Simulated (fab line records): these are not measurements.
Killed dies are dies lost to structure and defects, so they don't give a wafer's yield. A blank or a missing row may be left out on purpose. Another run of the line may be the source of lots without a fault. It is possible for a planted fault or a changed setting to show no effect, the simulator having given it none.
Struck lot and sound lot, side by side | flow nand_harc | 14 out of 1302 route steps
Sound: the wafers L991.1, L991.4, L991.5. Struck: wafers L990.2, L990.4, L990.6. The cause is given at the end.
Each step with rows lists, per side, the tool, then ch with its chambers, then its first start. Under that, the readings that differ: sound wafers | struck wafers | difference of the means | sigmas: that difference in standard deviations of wafers without a fault.
alike: a reading whose means differ by less than 2 such deviations, as well as words and numbers matching on both sides. not compared: withheld readings; readings where some wafer has no value; bounds like >300 that might hide an equal value; numbers whose values overlap and for which the record gives no deviation.
The two part at a step that has a row with sigmas, a row that says differs or no value, or rows on one side only. Non-overlapping numbers with no deviation appear without sigmas and do not part them. A reading that every wafer of one side lacks parts them only if that side has two wafers or more.

NHARC_A_STAIRCASE_STRIP_475: strips in O2, time 20 s.
  sound: rie_diel-07 ch 0,1,3; struck: rie_diel-07 ch 1,2
  alike: drypump_motor_current_A, oes_product_au, rf_vpp_V, showerhead_plenum_p_Torr, throttle_valve_pct
  not compared: rf_hours_counter_h
NHARC_A_STAIRCASE_DEP_471: deposits SiO2, target thk 100 nm.
  sound on pecvd-02 ch 1,2, day 23 13:11; struck on pecvd-01 ch 0,1, day 23 06:58
  alike: heater_power_w, throttle_valve_pct
NHARC_A_STAIRCASE_CMP_472: polishes SiO2.
  sound on cmp-01 ch 0,1,2, day 23 13:30; struck on cmp-03 ch 0,1,2, day 23 07:13
  reading             | sound          | struck         | difference | sigmas
  motor_current_A (A) | 13.5 13.6 13.0 | 10.9 11.0 10.5 | -2.6       | -2
following that, these wafers have no rows for 1 step: NHARC_A_STAIRCASE_SRD_474.
NHARC_A_STAIRCASE_INSPECT_155:
  sound on defect_inspect-01, day 23 13:49; struck on defect_inspect-01, day 23 07:31
  alike: raw_defect_count
NHARC_A_SGD_CUT_DEP_00: deposits SiNx, target thk 50 nm.
  sound on pecvd-01 ch 0,1, day 23 13:52; struck on pecvd-01 ch 0,1,2, day 23 07:37
  alike: heater_power_w
then, 5 steps without rows for these wafers: NHARC_A_SGD_CUT_DEHYDRATE_01 (time 120 s); NHARC_A_SGD_CUT_HMDS_02 (time 30 s); NHARC_A_SGD_CUT_COAT_56 (time 75 s); NHARC_A_SGD_CUT_COAT_57 (time 65 s); NHARC_A_SGD_CUT_COAT_03 (resist thk 90 nm).
NHARC_A_SGD_CUT_SOFTBAKE_04: time 55 s.
  sound on litho_track-06 ch 0, day 23 14:00; struck on litho_track-01 ch 0, day 23 07:00
  reading                  | sound                | struck               | difference | sigmas
  heater_power_total_W (W) | 188.48 188.42 188.53 | 190.49 190.51 190.48 | +2.02      | +14
  resist_line_temp_C (C)   | 22.76 22.84 22.76    | 23.19 23.07 23.04    | +0.31      | +3
following that, these wafers have no rows for 1 step: NHARC_A_SGD_CUT_EBR_05.
-- jump in the record: it breaks off in module A_SGD_CUT and resumes in module END (first step shown: number 1302 of the route), and 5 days separate the struck wafers' starts before and after --
NHARC_END_SORT_01:
  at this point the record logs the struck wafers (prober-01 ch 0, day 28 09:13) and has no rows for the sound ones

## WHERE THEY PART
At NHARC_A_STAIRCASE_CMP_472 first; at NHARC_END_SORT_01 last (within this record only).

WHY: whatever the simulator had introduced
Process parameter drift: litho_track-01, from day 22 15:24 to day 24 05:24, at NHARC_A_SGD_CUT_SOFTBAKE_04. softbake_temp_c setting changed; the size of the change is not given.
